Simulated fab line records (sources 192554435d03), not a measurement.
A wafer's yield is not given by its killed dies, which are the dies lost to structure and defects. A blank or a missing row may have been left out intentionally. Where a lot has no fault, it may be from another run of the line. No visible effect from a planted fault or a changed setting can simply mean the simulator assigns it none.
fab line records | flow n5Finfet
[record] lots = 4 wafers = 12 lastDay = 16
route steps=1938 shown BEOL_M15@1777 PASSIVATION@1936
lots that met no fault: taken from a fault-free run of the same line
startH: start of the lot's first displayed wafer, in hours after the record's first day | waitH: time in hours since the lot's previous step | " same as the row above | L1.1+2: one row covering several wafers at once | - no value, or no start was given | * or withheld: withheld | < > ~ a bound
route shown NAME@n: names a module that has steps shown in the file, with the first one's number in the route | usual: mean/standard deviation taken from wafers without a fault | same: alike in all rows | chamber/n: place in a boat | sites: per-site readings | _std_site: how widely they spread, as a standard deviation | _edge_site: mean of outer sites minus mean of inner sites | radiusMm: how far each site lies from the wafer's centre | mask NAME#n: copy n | behind: the most recent tool/chamber to have shaped the wafer | hold: reason for holding the lot/hours on hold/outcome of the hold | device: transistor that didn't switch, given as n, p or np | end of line: the route-end tests of the same wafers | where a step has no rows: the recipe by itself | killed: not the wafer's yield, but the dies lost to structure and defects at the first sort | map: per-die view of a wafer (x killed, . not killed, _ where there is no die)
set.NAME: the setting that was run; set.NAME@STEP: the one run at that earlier step | model.NAME: the simulator's own value behind a step, which no gauge read
certain route steps with their lots: each step a table, each wafer a row
services: the hour from which a tool's chamber was out of use, counted from the record's first day as startH (under 0 if before that day), plus the number of hours and why
[[steps]]
[step N5_BEOL_M15_EBR_06]
[recipe] solvent = PGMEA ebrWidthMm = 1.5
[step N5_BEOL_M15_SOFTBAKE_05]
[recipe] tempC = 130 timeS = 60
[step N5_BEOL_M15_EXPOSE_07]
[recipe] maskId = V14 na = 0.8 sourceShape = annular sigmaInner = 0.5 sigmaOuter = 0.8 polarization = unpolarized attpsmPhaseDeg = 180 doseMj = 41.25
[step N5_BEOL_M15_PEB_08]
[recipe] pebTempC = 130 pebTimeS = 90
[step N5_BEOL_M15_DEVELOP_09]
[recipe] developTimeS = 45 rinseLiquid = diw dry = airSpin devTempC = 21
[step N5_BEOL_M15_HARDBAKE_14]
[recipe] tempC = 130 timeS = 120
[step N5_BEOL_M15_DESCUM_15]
[recipe] chemistry = O2 timeS = 7.9 sourcePowerW = 50 biasPowerW = 20 pressureMtorr = 20 rfFrequencyHz = 2.712e+07 tempC = 40 o2FlowSccm = 225
[step N5_BEOL_M15_ETCH_59]
[recipe] chemistry = N2/H2 target = BARC targetDepthA = 890 overetchA = 267 timeS = 67.9 ionEnergyEv = 200 pressureMtorr = 30 sourceW = 840 biasW = 150 n2FlowSccm = 200 h2FlowSccm = 200
[step N5_BEOL_M15_VIA_ETCH_16]
[recipe] chemistry = C4F8/O2/Ar target = SiO2 heInnerTorr = 15 heOuterTorr = 30 targetDepthA = 17922 timeS = withheld ionEnergyEv = 800 pressureMtorr = 20 sourceW = 1905 biasW = 2040 Ar_flow_sccm = 400 C4F8_flow_sccm = 16 O2_flow_sccm = 12 ends = cleared
[step N5_BEOL_M15_STRIP_63]
[recipe] chemistry = O2 powerW = 600 tempC = 60 pressureMtorr = 30 rfFrequencyHz = 6e+07 biasPowerW = 0 overashFraction = 0.3 o2FlowSccm = 225
[usual] drypumpMotorCurrentA = 5.5/0.42 oesProductAu = 0.83/0.064 rfVppV = 3.7/0.69 showerheadPlenumPTorr = 2.12/0.08 throttleValvePct = 16.63/0.19
[same] biasPowerW = 0
// columns lot.wafer tool chamber startH waitH drypumpMotorCurrentA oesProductAu rfHoursCounterH rfVppV showerheadPlenumPTorr throttleValvePct
L311.3 rieDiel-04 3 255 - 6.5 0.70 224 5.7 1.99 16.83
L311.5 " 3 " " 6.5 0.69 - 3.5 1.99 16.82
L311.6 " 1 " " 5.7 0.80 - 2.5 2.04 16.39
L320.2 rieDiel-04 3 312 - 6.5 0.68 246 4.9 1.98 16.84
L320.3 " 1 " " 5.7 0.79 112 3.7 2.03 16.43
L320.4 " 2 " " 5.8 0.94 11 3.3 2.15 16.55
L321.4 rieDiel-04 0 317 - 5.8 0.89 23 3.4 2.13 16.45
L321.5 " 0 " " 5.8 0.89 - 3.4 2.13 16.44
L321.6 " 3 " " 6.4 0.68 - 3.9 1.98 16.85
L330.1 rieDiel-01 2 372 - 5.5 0.86 49 3.5 2.05 16.50
L330.2 " 3 " " 5.4 0.81 112 4.1 2.11 16.69
L330.6 " 1 " " 5.9 0.79 - 4.4 2.21 16.32
[step N5_BEOL_M15_STRIP_64]
[recipe] chemistry = O2 powerW = 600 tempC = 60 pressureMtorr = 30 rfFrequencyHz = 6e+07 biasPowerW = 0 overashFraction = 0.3 o2FlowSccm = 225
[step N5_BEOL_M15_STRIP_65]
[recipe] chemistry = postEtchResidueRemover timeS = 60 tempC = 25 removerPh = withheld removerWaterWtPct = withheld removerFluorideWtPct = withheld
[step N5_BEOL_M15_SRD_66]
[recipe] timeS = 30 tempC = 23 rinseLiquid = diw dry = n2Spin spinRpm = 1500 dryTimeS = 30
[step N5_BEOL_M15_COAT_56]
[recipe] resist = SOC tempC = 250 timeS = 60 spinRpm = 1500 resistThkNm = 550
[step N5_BEOL_M15_ETCH_57]
[recipe] chemistry = N2/H2 target = SOC sourceW = 3000 biasW = 350 timeS = 750 ionEnergyEv = 200 pressureMtorr = 30 n2FlowSccm = 200 h2FlowSccm = 200
[step N5_BEOL_M15_COAT_60]
[recipe] resist = BARC tempC = 205 timeS = 60 spinRpm = 1500 resistThkNm = 89
[step N5_BEOL_M15_COAT_22]
[recipe] spinRpm = 1704 resistThkNm = 800
[step N5_BEOL_M15_EBR_24]
[recipe] solvent = PGMEA ebrWidthMm = 1.5
[step N5_BEOL_M15_SOFTBAKE_23]
[recipe] tempC = 130 timeS = 60
[step N5_BEOL_M15_EXPOSE_25]
[recipe] maskId = M15 na = 0.8 sourceShape = annular sigmaInner = 0.5 sigmaOuter = 0.8 polarization = unpolarized targetCdNm = 400 doseMj = 35.5
[step N5_BEOL_M15_PEB_26]
[recipe] pebTempC = 130 pebTimeS = 90
[step N5_BEOL_M15_DEVELOP_27]
[recipe] developTimeS = 45 rinseLiquid = diw dry = airSpin devTempC = 21
[step N5_BEOL_M15_HARDBAKE_32]
[recipe] tempC = 130 timeS = 120
[step N5_BEOL_M15_INSPECT_30]
[recipe] mode = adi inspectInstrument = macro
[usual] rawDefectCount = 2/1.5
// columns lot.wafer tool chamber startH waitH rawDefectCount
L311.3 defectInspect-02 - 257.09 0.0 3
L311.5 " - " " 1
L311.6 " - " " 1
L320.2 defectInspect-01 - 313.66 0.0 285
L320.3 " - " " 2
L320.4 " - " " 1
L321.4 defectInspect-01 - 319.05 0.0 1
L321.5 " - " " 3
L321.6 " - " " 285
L330.1 defectInspect-01 - 373.85 0.0 0
L330.2 " - " " 2
L330.6 " - " " 1
[step N5_BEOL_M15_DESCUM_33]
[recipe] chemistry = O2 timeS = 7.9 sourcePowerW = 50 biasPowerW = 20 pressureMtorr = 20 rfFrequencyHz = 2.712e+07 tempC = 40 o2FlowSccm = 225
[step N5_PASSIVATION_PROBE_49]
[usual] defectLimitedYield = 91.1/1.3 killed_at_M0_to_M3 = 34/10 killed_at_M4_up = 14/5.7 killedAtContacts = 12/5.9 killedAtFrontEnd = 41/12 killedAtOther = 4/3.1 killedDies = 105/15 killedOnRim = 14/4.2 killedOpen = 69/11 killedShort = 35/7.8 sort_bin_5_function = 5.3/0.81 sort_bin_6_memory = 3.3/0.75 sortNPass = 1075/15 sortYieldPct = 91.1/1.3
[same] grossDies = 1180 killedAtBackSide = 0 sort_bin_4_leakage[%] = 0 sort_bin_8_speed[%] = 0
// columns lot.wafer tool chamber startH waitH defectLimitedYield[%] killed_at_M0_to_M3 killed_at_M4_up killedAtContacts killedAtFrontEnd killedAtOther killedDies killedOnRim killedOpen killedShort sort_bin_5_function[%] sort_bin_6_memory[%] sortNPass sortYieldPct[%]
L320.2 prober-02 - 336.82 0.1 86.8 26 87 15 22 6 156 28 53 27 9.1 2.6 1024 86.8
L321.6 prober-02 - 343.91 0.3 84.0 37 96 8 42 6 189 32 77 29 9.6 5.1 991 84.0
// killed by level:class
L320.2 BEOL_M15:unspecified=74 BEOL_M2:geometricParticle:open=11 MOL_CONTACT_COAG:geometricParticle:open=9 MOL_CONTACT_COAG:geometricParticle:short=6 BEOL_M2:geometricParticle:short=5 STI_FIN_REVEAL:geometricParticle:open=4 BEOL_M0_SAQP:geometricParticle:open=4 BEOL_M4:geometricParticle:open=3
L321.6 BEOL_M15:unspecified=81 BEOL_M3:geometricParticle:open=11 FIN_SAQP:geometricParticle:short=9 FIN_SAQP:geometricParticle:open=7 MOL_CONTACT_COAG:geometricParticle:open=7 BEOL_M4:geometricParticle:open=6 BEOL_M1:geometricParticle:open=6 STI_FIN_REVEAL:geometricParticle:open=5
// map L320.2 (x killed, . not)
_________________.........x.x________________
______________..x.......xx...xxx_____________
___________....x........x.x.xxxxxxx__________
__________..........x....xxxxxxxxxx._________
________.....x........x.x.xxxxxxxxxxx._______
_______................x.xxxxxxxxxxxx..______
______...................xxxxxxxxxx....._____
_____..x.................x.xxxxxxxx..x...____
____.....................x..xx...x.x.....x___
___...........x..x......x..xx....x.x.....x.__
___x...............................x.x.....__
__.........................................._
__........x..................xx....x........_
_....x.......................................
_.......x....................x...............
_............................................
_...x.x...x..........x.......................
_.................x........xx................
_x............................x.x.......x....
_................x........x..x...x....x......
_x..................................x........
__..x.................................x....._
__.......x......................x..........._
___.....................xx.................__
___..................x............x...x....__
____.x..........................x.......xx___
_____.x......x...................x.......____
______.x...............x.............x.._____
_______.......x...............x........______
________...x.......x..........xx......_______
__________x.............x......x..x._________
___________....x...x..x.........x..__________
______________.x..xx............_____________
_________________x...........________________
// map L321.6 (x killed, . not)
_________________.........xxx________________
______________...x...x....xxxxxx_____________
___________.............xxxxxxxxxxx__________
__________........x......xxxxxxxxxxx_________
________x........x.....x.xxxxxxxxxxxx._______
_______...........x...x..xxx.xxxxxxxx.x______
______.x....x............xxxxxxxxxx.x..x_____
_____......x.x.x.....x.....xxxxxxxxxx....____
____.xx.........x.........x..x..xxx.......___
___...............x........xx...x....x.....__
___........xx......x........xxxx..x..x.....__
__.........................xx...........x..._
__.x....xx...........x........x............._
_...x......................x.................
_.x.x.................................x...x..
_.................x.....x.x....x.x.x.x.......
_........x...x.....x..........x..............
_x........x..x....x...xx...x........x........
_x....x............x..x......................
_.......x..........x....x................xx..
_........x...............x........x..........
__.......................................x.._
__............................x.....xxx....._
___........................................__
___x.............x.........................__
____........x.....x............x....x....x___
_____.........x.........x.x..............____
______..x.......x.x...........x........._____
_______.................x............x.______
________....x.........x..............._______
__________......x.......x.........x._________
___________.x......................__________
______________...x.............._____________
_________________x......x.x..________________
[[services]]
// columns tool chamber startH hours kind
rieDiel-04 0 242.16 - clean
rieDiel-04 0 242.16 - consumableReplace:focusRing
rieDiel-04 0 242.16 16.1 scheduledDown
rieDiel-04 0 242.16 16.1 ventCycle
rieDiel-04 1 246.44 6.6 repair
rieDiel-04 2 248.61 3.7 repair
rieDiel-04 2 258.24 - clean
rieDiel-04 2 258.24 - consumableReplace:focusRing
rieDiel-01 0 269.66 2.1 repair
rieDiel-01 0 275.75 4.7 repair
rieDiel-01 2 321.53 13.2 repair
rieDiel-04 1 326.25 8.7 repair
rieDiel-04 3 329.91 4.1 repair
rieDiel-04 3 334.93 - clean
rieDiel-04 3 334.93 - consumableReplace:focusRing
rieDiel-04 3 334.93 - consumableReplace:showerhead
rieDiel-04 3 334.93 16.1 scheduledDown
rieDiel-04 3 334.93 16.1 ventCycle
rieDiel-04 2 347.19 1.6 repair
[[key]]
[firstSign] step = N5_BEOL_M15_INSPECT_30 reading = rawDefectCount direction = up sigmas = 99+ usual = 2 struck = 285
[effect] step = N5_PASSIVATION_PROBE_49 reading = killed_at_M4_up direction = up sigmas = 14 usual = 14 struck = 92
[moreKillsBornAt] N5_BEOL_M15_STRIP_63@rieDiel-04 = 155
metAt N5_BEOL_M15_STRIP_63
struckWafers L320.2,L321.6
[fault] kind = chamberParticleSource tool = rieDiel-04 chamber = 3 onsetH = 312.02 steps = N5_BEOL_M15_STRIP_63 ratePerVisitCm2 = 0.4326 endH = 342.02
